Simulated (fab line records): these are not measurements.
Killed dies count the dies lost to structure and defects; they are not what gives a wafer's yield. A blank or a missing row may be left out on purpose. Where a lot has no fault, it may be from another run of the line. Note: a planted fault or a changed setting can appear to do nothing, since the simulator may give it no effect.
Split-lot study :: flow n5 finfet :: 39 wafers read across 7 lots, on a route 1938 steps long

## ABOUT THE SPLIT
At N5_BEOL_M3_ETCH_64 (etches SOC in N2/H2, target depth 75 nm, overetch 15 nm, time 112.5 s), the setting time s was moved away from the recipe's 112.5 s on 6 of the 39 wafers read, by -49.2% to +59.0%. The other wafers ran this setting at the recipe's value.

The split's own step is where the reading is taken.

## THE READING
SiARC_of_BEOL_M3_COAT_62.thk nm (the simulator's own value, which no gauge read), in nm, at N5_BEOL_M3_ETCH_64 (etches SOC in N2/H2, target depth 75 nm, overetch 15 nm, time 112.5 s). No usual value for it is given in the file. Across the 33 wafers here that went through the recipe, the average is 6.9 nm and the standard deviation 0.26 nm.

wafer: L074.1
tool, chamber at the split: rie diel-05, 0
time s as run, s: 112.5
against the recipe: recipe
SiARC_of_BEOL_M3_COAT_62.thk nm, nm: 6.6
against lot-mates on the recipe: -

wafer: L074.3
tool, chamber at the split: rie diel-05, 1,3
time s as run, s: 112.5
against the recipe: recipe
SiARC_of_BEOL_M3_COAT_62.thk nm, nm: 7
against lot-mates on the recipe: -

wafer: L074.4
tool, chamber at the split: rie diel-05, 1,3
time s as run, s: 112.5
against the recipe: recipe
SiARC_of_BEOL_M3_COAT_62.thk nm, nm: 7
against lot-mates on the recipe: -

wafer: L076.1
tool, chamber at the split: rie diel-04, 3,1
time s as run, s: 57.1
against the recipe: -49.2%
SiARC_of_BEOL_M3_COAT_62.thk nm, nm: 9.2
against lot-mates on the recipe: +2.4

wafer: L076.4
tool, chamber at the split: rie diel-04, 3,1
time s as run, s: 57.1
against the recipe: -49.2%
SiARC_of_BEOL_M3_COAT_62.thk nm, nm: 9.2
against lot-mates on the recipe: +2.4

wafer: L076.2
tool, chamber at the split: rie diel-04, 0
time s as run, s: 112.5
against the recipe: recipe
SiARC_of_BEOL_M3_COAT_62.thk nm, nm: 7
against lot-mates on the recipe: -

wafer: L076.6
tool, chamber at the split: rie diel-04, 0
time s as run, s: 112.5
against the recipe: recipe
SiARC_of_BEOL_M3_COAT_62.thk nm, nm: 7
against lot-mates on the recipe: -

wafer: L076.3
tool, chamber at the split: rie diel-04, 2
time s as run, s: 57.1
against the recipe: -49.2%
SiARC_of_BEOL_M3_COAT_62.thk nm, nm: 9.4
against lot-mates on the recipe: +2.6

wafer: L076.5
tool, chamber at the split: rie diel-04, 3
time s as run, s: 112.5
against the recipe: recipe
SiARC_of_BEOL_M3_COAT_62.thk nm, nm: 6.4
against lot-mates on the recipe: -

wafer: L090.1
tool, chamber at the split: rie diel-01, 2
time s as run, s: 112.5
against the recipe: recipe
SiARC_of_BEOL_M3_COAT_62.thk nm, nm: 6.8
against lot-mates on the recipe: -

wafer: L090.5
tool, chamber at the split: rie diel-01, 2
time s as run, s: 112.5
against the recipe: recipe
SiARC_of_BEOL_M3_COAT_62.thk nm, nm: 6.8
against lot-mates on the recipe: -

wafer: L090.2
tool, chamber at the split: rie diel-01, 1
time s as run, s: 112.5
against the recipe: recipe
SiARC_of_BEOL_M3_COAT_62.thk nm, nm: 7.2
against lot-mates on the recipe: -

wafer: L090.4
tool, chamber at the split: rie diel-01, 1
time s as run, s: 112.5
against the recipe: recipe
SiARC_of_BEOL_M3_COAT_62.thk nm, nm: 7.2
against lot-mates on the recipe: -

wafer: L090.3
tool, chamber at the split: rie diel-01, 3
time s as run, s: 112.5
against the recipe: recipe
SiARC_of_BEOL_M3_COAT_62.thk nm, nm: 7
against lot-mates on the recipe: -

wafer: L090.6
tool, chamber at the split: rie diel-01, 3
time s as run, s: 112.5
against the recipe: recipe
SiARC_of_BEOL_M3_COAT_62.thk nm, nm: 7
against lot-mates on the recipe: -

wafer: L092.1
tool, chamber at the split: rie diel-05, 0
time s as run, s: 112.5
against the recipe: recipe
SiARC_of_BEOL_M3_COAT_62.thk nm, nm: 6.6
against lot-mates on the recipe: -

wafer: L092.2
tool, chamber at the split: rie diel-05, 3,1,3
time s as run, s: 112.5
against the recipe: recipe
SiARC_of_BEOL_M3_COAT_62.thk nm, nm: 7.2
against lot-mates on the recipe: -

wafer: L092.3
tool, chamber at the split: rie diel-05, 3,1,3
time s as run, s: 112.5
against the recipe: recipe
SiARC_of_BEOL_M3_COAT_62.thk nm, nm: 7.2
against lot-mates on the recipe: -

wafer: L092.5
tool, chamber at the split: rie diel-05, 3,1,3
time s as run, s: 112.5
against the recipe: recipe
SiARC_of_BEOL_M3_COAT_62.thk nm, nm: 7.2
against lot-mates on the recipe: -

wafer: L092.4
tool, chamber at the split: rie diel-05, 2,0
time s as run, s: 112.5
against the recipe: recipe
SiARC_of_BEOL_M3_COAT_62.thk nm, nm: 6.8
against lot-mates on the recipe: -

wafer: L092.6
tool, chamber at the split: rie diel-05, 2,0
time s as run, s: 112.5
against the recipe: recipe
SiARC_of_BEOL_M3_COAT_62.thk nm, nm: 6.8
against lot-mates on the recipe: -

wafer: L093.1
tool, chamber at the split: rie diel-01, 0,3,3
time s as run, s: 112.5
against the recipe: recipe
SiARC_of_BEOL_M3_COAT_62.thk nm, nm: 7
against lot-mates on the recipe: -

wafer: L093.3
tool, chamber at the split: rie diel-01, 0,3,3
time s as run, s: 112.5
against the recipe: recipe
SiARC_of_BEOL_M3_COAT_62.thk nm, nm: 7
against lot-mates on the recipe: -

wafer: L093.5
tool, chamber at the split: rie diel-01, 0,3,3
time s as run, s: 112.5
against the recipe: recipe
SiARC_of_BEOL_M3_COAT_62.thk nm, nm: 7
against lot-mates on the recipe: -

wafer: L093.2
tool, chamber at the split: rie diel-01, 1
time s as run, s: 112.5
against the recipe: recipe
SiARC_of_BEOL_M3_COAT_62.thk nm, nm: 7.2
against lot-mates on the recipe: -

wafer: L093.4
tool, chamber at the split: rie diel-01, 2
time s as run, s: 112.5
against the recipe: recipe
SiARC_of_BEOL_M3_COAT_62.thk nm, nm: 6.6
against lot-mates on the recipe: -

wafer: L093.6
tool, chamber at the split: rie diel-01, 0
time s as run, s: 112.5
against the recipe: recipe
SiARC_of_BEOL_M3_COAT_62.thk nm, nm: 6.8
against lot-mates on the recipe: -

wafer: L096.1
tool, chamber at the split: rie diel-01, 3
time s as run, s: 112.5
against the recipe: recipe
SiARC_of_BEOL_M3_COAT_62.thk nm, nm: 6.8
against lot-mates on the recipe: -

wafer: L096.2
tool, chamber at the split: rie diel-01, 1
time s as run, s: 112.5
against the recipe: recipe
SiARC_of_BEOL_M3_COAT_62.thk nm, nm: 7
against lot-mates on the recipe: -

wafer: L096.3
tool, chamber at the split: rie diel-01, 0,3
time s as run, s: 178.9
against the recipe: +59.0%
SiARC_of_BEOL_M3_COAT_62.thk nm, nm: 3.8
against lot-mates on the recipe: -3.0

wafer: L096.5
tool, chamber at the split: rie diel-01, 0,3
time s as run, s: 178.9
against the recipe: +59.0%
SiARC_of_BEOL_M3_COAT_62.thk nm, nm: 3.8
against lot-mates on the recipe: -3.0

wafer: L096.4
tool, chamber at the split: rie diel-01, 2
time s as run, s: 112.5
against the recipe: recipe
SiARC_of_BEOL_M3_COAT_62.thk nm, nm: 6.6
against lot-mates on the recipe: -

wafer: L096.6
tool, chamber at the split: rie diel-01, 2
time s as run, s: 178.9
against the recipe: +59.0%
SiARC_of_BEOL_M3_COAT_62.thk nm, nm: 3.4
against lot-mates on the recipe: -3.4

wafer: L097.1
tool, chamber at the split: rie diel-04, 3,1,3
time s as run, s: 112.5
against the recipe: recipe
SiARC_of_BEOL_M3_COAT_62.thk nm, nm: 6.4
against lot-mates on the recipe: -

wafer: L097.3
tool, chamber at the split: rie diel-04, 3,1,3
time s as run, s: 112.5
against the recipe: recipe
SiARC_of_BEOL_M3_COAT_62.thk nm, nm: 6.4
against lot-mates on the recipe: -

wafer: L097.5
tool, chamber at the split: rie diel-04, 3,1,3
time s as run, s: 112.5
against the recipe: recipe
SiARC_of_BEOL_M3_COAT_62.thk nm, nm: 6.4
against lot-mates on the recipe: -

wafer: L097.2
tool, chamber at the split: rie diel-04, 2
time s as run, s: 112.5
against the recipe: recipe
SiARC_of_BEOL_M3_COAT_62.thk nm, nm: 6.6
against lot-mates on the recipe: -

wafer: L097.6
tool, chamber at the split: rie diel-04, 2
time s as run, s: 112.5
against the recipe: recipe
SiARC_of_BEOL_M3_COAT_62.thk nm, nm: 6.6
against lot-mates on the recipe: -

wafer: L097.4
tool, chamber at the split: rie diel-04, 0
time s as run, s: 112.5
against the recipe: recipe
SiARC_of_BEOL_M3_COAT_62.thk nm, nm: 7
against lot-mates on the recipe: -
When a row names more than one chamber, that row covers several wafers, and the file does not tell which wafer ran in which chamber.

THE FIT
A straight line over all 39 wafers: SiARC_of_BEOL_M3_COAT_62.thk nm changes by -0.0519 nm for each +1% of time s; r = -0.98; the points scatter about the line by 0.26 nm.
The same after taking each lot's own level away (the mean of its wafers on the recipe; 39 wafers): -0.0518 nm for each +1%; r = -0.98; scatter 0.21 nm.
Per that fit: largest time s move, reading shift of 3.1 nm.
The lots' own levels span 6.57 to 7.00 nm, that is 1.7 times the standard deviation above.
The two slopes agree, so the slope changes little with the lot-to-lot level.
Check: for one of the wafers moved furthest among these (+59.0%), held out of the fit, the line's prediction against its lot-mates is -3.09 nm. Against them it came out at -3 nm.

## ADDITIONAL SPLITS CARRIED BY THESE WAFERS
Before the reading, these wafers also passed through other splits. Each is held against what the fit with the lots' levels taken away leaves over:
other split on the same wafers: N5_SD_EPI_N_ETCH_45 target depth a
wafers away from the commonest value: 9
r with SiARC_of_BEOL_M3_COAT_62.thk nm (lot level and that fit taken away): +0.17

other split on the same wafers: N5_MOL_CONTACT_COAG_ALD_27 ald cycles
wafers away from the commonest value: 15
r with SiARC_of_BEOL_M3_COAT_62.thk nm (lot level and that fit taken away): +0.11

## THE FILE'S OWN FIT
SiARC_of_BEOL_M3_COAT_62.thk nm changes by -0.0519 nm for each +1% of time s, r = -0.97.
